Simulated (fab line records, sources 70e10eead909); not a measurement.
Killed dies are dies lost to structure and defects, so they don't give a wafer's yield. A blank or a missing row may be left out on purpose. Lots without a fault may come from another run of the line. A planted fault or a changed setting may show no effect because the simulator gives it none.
Chamber matching | flow nand_harc | NHARC_A_STAIRCASE_CMP_472 on cmp-04: 4 sister chambers
The step polishes SiO2. 4 wafers are shown with their chamber, then 7 later ones without.

WAFERS WITH THEIR CHAMBER
wafer  | chamber | motor_current_A (A)
L235.5 | 0       | 13.4
L238.5 | 3       | 11.4
L248.4 | 1       | 10.5
L248.5 | 2       | 12.4

WAFERS WITHOUT THEIR CHAMBER
wafer  | motor_current_A (A)
L248.6 | 11.9
L249.2 | 12.0
L249.3 | 11.7
L249.6 | 10.6
L250.3 | 13.5
L250.4 | 11.4
L250.5 | 12.4

WHICH CHAMBER EACH WENT THROUGH
wafer  | from the rows above     | in truth
L248.6 | can't be placed: 2 or 3 | 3
L249.2 | can't be placed: 2 or 3 | 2
L249.3 | can't be placed: 3 or 2 | 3
L249.6 | 1                       | 1
L250.3 | 0                       | 0
L250.4 | 3                       | 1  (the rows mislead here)
L250.5 | 2                       | 2
Placed correctly: 3 of 7. Can't be placed from these rows: 3 (the true chamber is among the candidates in 3). Placed wrongly: 1.
How it was worked out, from the rows above alone: a wafer's distance from a chamber is the root of the sum, over the readings, of the square of ((its reading less the chamber's mean) divided by the reading's scatter). The wafer belongs to the nearest chamber; if the next one is less than 2 further off, it can't be placed. A chamber's mean is the mean of its shown wafers. The scatter: with one shown wafer a chamber, the root of the mean of the squares of how far each hidden wafer lies from its nearest shown one.
